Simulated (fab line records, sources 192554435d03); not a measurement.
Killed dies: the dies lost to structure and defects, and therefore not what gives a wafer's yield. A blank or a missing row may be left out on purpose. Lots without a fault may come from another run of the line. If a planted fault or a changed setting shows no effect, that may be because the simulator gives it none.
Matching of chambers :: flow n5_finfet :: N5_BEOL_M7_ILD_DEP_00 on pecvd-04: 3 sister chambers
The step deposits SiCOH lowk from DEMS/porogen, target thk 179.75 nm, time 33.4 s. 6 wafers are shown with their chamber, then 10 later ones without.

== EACH WAFER AND ITS CHAMBER ==
wafer: L424.1
chamber: 0
heater_power_w (W): 339
throttle_valve_pct (%): 14.5

wafer: L426.2
chamber: 2
heater_power_w (W): 441
throttle_valve_pct (%): 13.3

wafer: L426.4
chamber: 2
heater_power_w (W): 433
throttle_valve_pct (%): 13.5

wafer: L426.6
chamber: 1
heater_power_w (W): 305
throttle_valve_pct (%): 13.5

wafer: L428.2
chamber: 0
heater_power_w (W): 340
throttle_valve_pct (%): 14.5

wafer: L428.3
chamber: 1
heater_power_w (W): 286
throttle_valve_pct (%): 13.3

== WAFERS WITH NO CHAMBER GIVEN ==
wafer: L428.4
heater_power_w (W): 420
throttle_valve_pct (%): 13.2

wafer: L433.3
heater_power_w (W): 338
throttle_valve_pct (%): 14.5

wafer: L433.4
heater_power_w (W): 425
throttle_valve_pct (%): 13.4

wafer: L433.5
heater_power_w (W): 338
throttle_valve_pct (%): 14.5

wafer: L438.2
heater_power_w (W): 301
throttle_valve_pct (%): 13.3

wafer: L438.5
heater_power_w (W): 304
throttle_valve_pct (%): 13.3

wafer: L438.6
heater_power_w (W): 450
throttle_valve_pct (%): 13.4

wafer: L439.2
heater_power_w (W): 321
throttle_valve_pct (%): 14.4

wafer: L439.4
heater_power_w (W): 354
throttle_valve_pct (%): 13.7

wafer: L439.5
heater_power_w (W): 322
throttle_valve_pct (%): 14.5

== WHICH CHAMBER EACH ONE RAN IN ==
wafer: L428.4
from the rows above: 2
in truth: 2

wafer: L433.3
from the rows above: 0
in truth: 0

wafer: L433.4
from the rows above: 2
in truth: 2

wafer: L433.5
from the rows above: 0
in truth: 0

wafer: L438.2
from the rows above: 1
in truth: 1

wafer: L438.5
from the rows above: 1
in truth: 1

wafer: L438.6
from the rows above: 2
in truth: 2

wafer: L439.2
from the rows above: 0
in truth: 0

wafer: L439.4
from the rows above: can't be placed: 0 or 1
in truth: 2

wafer: L439.5
from the rows above: 0
in truth: 0
Correct placement for 9 of the 10. Not placeable from these rows: 1 (in 0, the candidates include the true chamber). Placed wrongly: 0.
How it was worked out, from the rows above alone: a wafer's distance from a chamber is the root of the sum, over the readings, of the square of ((its reading less the chamber's mean) divided by the reading's scatter). The wafer belongs to the nearest chamber; if the next one is less than 2 further off, it can't be placed. For every chamber, the mean is computed from those of its wafers that are shown. The scatter is the square root of a quotient: the sum, over the shown wafers, of each reading's squared deviation from its chamber's mean, divided by wafers minus chambers.
